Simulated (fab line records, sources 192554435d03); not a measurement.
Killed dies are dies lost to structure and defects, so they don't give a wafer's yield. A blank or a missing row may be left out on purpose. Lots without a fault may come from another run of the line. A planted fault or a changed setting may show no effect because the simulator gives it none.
Split-lot experiment | flow n5_finfet | 7 lots, 39 wafers read, on a route of 1938 steps

THE SPLIT
At N5_ZERO_LAYER_DEVELOP_10 (develop time 60 s), the setting develop_time_s was moved away from the recipe's 60 s on 15 of the 39 wafers read, by -50.6% to +17.8%. The other wafers ran this setting at the recipe's value.

FROM THE SPLIT TO THE READING: what the file shows between them, 1 step
- N5_ZERO_LAYER_HARDBAKE_23: time 120 s

THE READING
cd_nm, in nm, at N5_ZERO_LAYER_CD_MEAS_11 (target cd 2000 nm). Fault-free wafers of this fab line usually give 2000.9 nm, standard deviation 2.1 nm.

wafer  | tool, chamber at the split | develop_time_s as run, s | against the recipe | cd_nm, nm | against lot-mates on the recipe
L076.1 | litho_track-02, 0          | 60                       | recipe             | 1999.6    | -
L076.3 | litho_track-02, 0          | 60                       | recipe             | 2002.2    | -
L076.6 | litho_track-02, 0          | 60                       | recipe             | 1998.8    | -
L081.1 | litho_track-01, 0          | 60                       | recipe             | 1998.8    | -
L081.2 | litho_track-01, 0          | 29.66                    | -50.6%             | 1987.4    | -12.8
L081.3 | litho_track-01, 0          | 29.66                    | -50.6%             | 1982.7    | -17.5
L081.4 | litho_track-01, 0          | 60                       | recipe             | 2001.4    | -
L081.5 | litho_track-01, 0          | 29.66                    | -50.6%             | 1984.4    | -15.8
L081.6 | litho_track-01, 0          | 60                       | recipe             | 2000.3    | -
L089.1 | litho_track-01, 0          | 70.65                    | +17.8%             | 2003.8    | +2.9
L089.2 | litho_track-01, 0          | 60                       | recipe             | 2002.8    | -
L089.3 | litho_track-01, 0          | 70.65                    | +17.8%             | 2002.8    | +1.9
L089.4 | litho_track-01, 0          | 60                       | recipe             | 2000.4    | -
L089.5 | litho_track-01, 0          | 70.65                    | +17.8%             | 2002.2    | +1.3
L089.6 | litho_track-01, 0          | 60                       | recipe             | 1999.6    | -
L091.1 | litho_track-02, 0          | 49.1                     | -18.2%             | 1994.5    | -4.6
L091.2 | litho_track-02, 0          | 49.1                     | -18.2%             | 1992.4    | -6.7
L091.3 | litho_track-02, 0          | 49.1                     | -18.2%             | 1994.6    | -4.5
L091.4 | litho_track-02, 0          | 60                       | recipe             | 1997.9    | -
L091.5 | litho_track-02, 0          | 60                       | recipe             | 1999.9    | -
L091.6 | litho_track-02, 0          | 60                       | recipe             | 1999.4    | -
L092.1 | litho_track-02, 0          | 60                       | recipe             | 1999.0    | -
L092.2 | litho_track-02, 0          | 47.56                    | -20.7%             | 1995.6    | -5.8
L092.3 | litho_track-02, 0          | 47.56                    | -20.7%             | 1994.7    | -6.7
L092.4 | litho_track-02, 0          | 47.56                    | -20.7%             | 1996.3    | -5.1
L092.5 | litho_track-02, 0          | 60                       | recipe             | 2003.8    | -
L092.6 | litho_track-02, 0          | 60                       | recipe             | 2001.4    | -
L093.1 | litho_track-01, 0          | 60                       | recipe             | 2000.5    | -
L093.2 | litho_track-01, 0          | 60                       | recipe             | 2000.3    | -
L093.3 | litho_track-01, 0          | 60                       | recipe             | 1998.5    | -
L093.4 | litho_track-01, 0          | 60                       | recipe             | 1999.9    | -
L093.5 | litho_track-01, 0          | 60                       | recipe             | 2000.6    | -
L093.6 | litho_track-01, 0          | 60                       | recipe             | 2002.1    | -
L095.1 | litho_track-02, 0          | 60                       | recipe             | 2004.0    | -
L095.2 | litho_track-02, 0          | 60                       | recipe             | 2003.5    | -
L095.3 | litho_track-02, 0          | 60                       | recipe             | 2004.9    | -
L095.4 | litho_track-02, 0          | 48.06                    | -19.9%             | 1997.3    | -6.8
L095.5 | litho_track-02, 0          | 48.06                    | -19.9%             | 1998.2    | -5.9
L095.6 | litho_track-02, 0          | 48.06                    | -19.9%             | 1998.0    | -6.1

THE FIT
A straight line over all 39 wafers: cd_nm changes by +0.277 nm for each +1% of develop_time_s; r = +0.91; the points scatter about the line by 2.1 nm.
The same after taking each lot's own level away (the mean of its wafers on the recipe; 39 wafers): +0.277 nm for each +1%; r = +0.95; scatter 1.5 nm.
On that fit, the largest move of develop_time_s shifts the reading by 14 nm.
The lots' own levels span 1999.07 to 2004.13 nm, that is 2.4 times the standard deviation above.
So the lot-to-lot level changes the slope little: the two slopes agree.
Check: with one of the wafers moved furthest among these (-50.6%) left out of the fit, the line predicts -14.9 nm for it against its lot-mates. It came out at -12.8 nm against them.

THE WHOLE CHAIN: every reading that the file lists as answering this split, in the file's order
step                     | what it does             | reading                                                           | change (the file's fit)               | r (the file's)
N5_ZERO_LAYER_CD_MEAS_11 | target cd 2000 nm        | cd_nm                                                             | +0.285 nm for each +1% of the setting | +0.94
N5_ZERO_LAYER_DESCUM_16  | chemistry O2, time 7.9 s | ZERO_LAYER.cd_nm (the simulator's own value, which no gauge read) | +0.281 nm for each +1% of the setting | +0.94

THE FILE'S OWN FIT
cd_nm changes by +0.285 nm for each +1% of develop_time_s, r = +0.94.
